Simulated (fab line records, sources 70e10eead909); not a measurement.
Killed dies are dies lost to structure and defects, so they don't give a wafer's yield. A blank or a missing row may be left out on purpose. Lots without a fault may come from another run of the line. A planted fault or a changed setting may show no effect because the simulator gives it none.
A struck lot beside a sound one | flow nand_harc | 41 steps out of a route of 1159
Sound: wafers L975.2, L975.3, L975.6. Struck: wafers L979.1, L979.3. (L979.5 of the same lot was not struck and is left out.) The cause comes at the end.
At each step with rows: each side's tool, then ch and its chambers, then its first start. Under that, the readings that differ: sound wafers | struck wafers | difference of the means | sigmas: that difference in standard deviations of wafers without a fault.
alike: readings whose means differ by less than 2 such deviations, and words and numbers that are the same on both sides. not compared: withheld readings, readings that some wafer has no value for, bounds like >300 that may hide the same value, and numbers for which the record gives no deviation and whose values overlap.
The two part at a step that has a row with sigmas, a row that says differs or no value, or rows on one side only. Numbers that don't overlap but have no deviation are shown without sigmas and don't part them. A reading that every wafer of one side lacks parts them only if that side has two wafers or more.

first, 1 step without rows for these wafers: NHARC_P_STI_HARDBAKE_13 (time 65 s).
NHARC_P_STI_DESCUM_14: chemistry O2, time 3 s.
  sound on rie_diel-05 ch 0,2,3, day 3 03:43; struck on rie_diel-03 ch 2,3, day 3 23:03
  alike: drypump_motor_current_A, oes_product_au, rf_vpp_V, showerhead_plenum_p_Torr, throttle_valve_pct
  not compared: rf_hours_counter_h
NHARC_P_STI_ETCH_42: etches the open film in N2/H2, target depth 80 nm, overetch 24 nm, time 61 s.
  sound on rie_diel-05 ch 0,2, day 3 03:48; struck on rie_diel-03 ch 0,1, day 3 23:08
  alike: bias_w, drypump_motor_current_A, oes_product_au, rf_vpp_V, showerhead_plenum_p_Torr, throttle_valve_pct
  not compared: rf_hours_counter_h
NHARC_P_STI_ETCH_31: etches the open film in CF4/CHF3, target depth 108.9 nm, time 54.5 s.
  sound on rie_diel-05 ch 0,1,2; struck on rie_diel-03 ch 1,2
  alike: bias_w, drypump_motor_current_A, oes_product_au, rf_vpp_V, showerhead_plenum_p_Torr, throttle_valve_pct
  not compared: rf_hours_counter_h
NHARC_P_STI_ETCH_15: etches the open film in HBr/Cl2, target depth 300 nm, time 100.1 s.
  sound on rie_si-01 ch 0,1, day 3 03:59; struck on rie_si-05 ch 1,3, day 3 23:20
  alike: bias_w, drypump_motor_current_A, oes_product_au, throttle_valve_pct
  not compared: rf_hours_counter_h
NHARC_P_STI_CD_MEAS_16:
  sound on cd_sem-01, day 3 04:10; struck on cd_sem-01, day 3 23:29
  reading    | sound             | struck      | difference | sigmas
  cd_nm (nm) | 193.8 193.0 193.7 | 201.5 202.9 | +8.7       | +4
NHARC_P_STI_OCD_MEAS_17:
  sound on ocd-01, day 3 04:15; struck on ocd-01, day 3 23:35
  reading                | sound             | struck      | difference | sigmas
  trench_foot_cd_nm (nm) | 152.5 150.3 150.1 | 160.6 159.4 | +9.0       | +4
  alike: trench_depth_nm
then, 3 steps without rows for these wafers: NHARC_P_STI_STRIP_19 (strips in SPM, time 900 s); NHARC_P_STI_PRECLEAN_32 (cleans in SC1); NHARC_P_STI_SRD_23.
NHARC_P_STI_OCD_MEAS_43:
  sound on ocd-01, day 3 04:45; struck on ocd-02, day 4 00:05
  reading                | sound             | struck      | difference | sigmas
  trench_foot_cd_nm (nm) | 153.4 150.4 149.3 | 160.1 159.3 | +8.7       | +3
  alike: trench_depth_nm
then, 1 step without rows for these wafers: NHARC_P_STI_OXIDE_33 (material SiO2, target thk 10 nm, ox time 281 s).
NHARC_P_STI_HDPCVD_20: deposits SiO2.
  sound on hdpcvd-01 ch 1, day 3 15:32; struck on hdpcvd-01 ch 0,1, day 4 08:35
then, 1 step without rows for these wafers: NHARC_P_STI_ANNEAL_34 (time 1800 s).
NHARC_P_STI_CMP_21: polishes, t overpolish 20 s, target thk 380.67 nm.
  sound on cmp-04 ch 0,1,3, day 4 00:33; struck on cmp-03 ch 0,3, day 4 19:08
  alike: motor_current_A, overpolish_run_s
then, 19 steps without rows for these wafers: NHARC_P_STI_SRD_35; NHARC_P_STI_ETCH_36 (etches SiO2 in dHF, target depth 38.8 nm); NHARC_P_STI_STRIP_24 (strips Si3N4 in H3PO4); NHARC_P_STI_ETCH_37 (etches SiO2 in dHF, target depth 11 nm); NHARC_P_STI_PRECLEAN_38 (cleans in SC1); NHARC_P_STI_SRD_39; NHARC_P_STI_OXIDE_40 (material SiO2, target thk 10 nm, ox time 1362 s); NHARC_P_GATE_ETCH_69 (etches SiO2 in dHF, target depth 14 nm); NHARC_P_GATE_PRECLEAN_70 (cleans in SC1); NHARC_P_GATE_SRD_01; NHARC_P_GATE_OXIDE_02 (material SiO2, target thk 37.5 nm, ox time 365 s); NHARC_P_GATE_DEHYDRATE_03 (time 120 s); NHARC_P_GATE_HMDS_04 (time 30 s); NHARC_P_GATE_COAT_05; NHARC_P_GATE_SOFTBAKE_06 (time 95 s); NHARC_P_GATE_EBR_07; NHARC_P_GATE_EXPOSE_08 (exposes mask P HV); NHARC_P_GATE_PEB_09 (peb time 85 s); NHARC_P_GATE_DEVELOP_10 (time 70 s).
NHARC_P_GATE_CD_MEAS_11: target cd 1640 nm.
  sound on cd_sem-02 ch 0, day 4 17:26; struck on cd_sem-02 ch 0, day 5 13:35
  alike: cd_nm
then, 5 steps without rows for these wafers: NHARC_P_GATE_HARDBAKE_12 (time 80 s); NHARC_P_GATE_DESCUM_13 (chemistry O2, time 3 s); NHARC_P_GATE_ETCH_14 (etches SiO2 in dHF, target depth 48.8 nm); NHARC_P_GATE_STRIP_15 (strips in SPM, time 780 s); NHARC_P_GATE_PRECLEAN_71 (cleans in SC1).
-- the record jumps here: 18 days lie between the struck wafers' starts before and after (it left off in module P_GATE and takes up again in module END, whose first step shown is number 1159 of the route) --
NHARC_END_SORT_01:
  sound on prober-01 ch 0, day 22 17:50; struck on prober-02 ch 0, day 23 16:36
  reading             | sound    | struck | difference | sigmas
  killed_at_periphery | 2 5 1    | 83 86  | +82        | +34
  killed_dies         | 40 36 25 | 103 98 | +67        | +6
  killed_open         | 2 11 3   | 1 2    | -4         | -2
  alike: killed_at_array, killed_at_other, killed_short

WHERE THEY PART
First at NHARC_P_STI_CD_MEAS_16; last, within this record, at NHARC_END_SORT_01.

WHY: what the simulator had put in
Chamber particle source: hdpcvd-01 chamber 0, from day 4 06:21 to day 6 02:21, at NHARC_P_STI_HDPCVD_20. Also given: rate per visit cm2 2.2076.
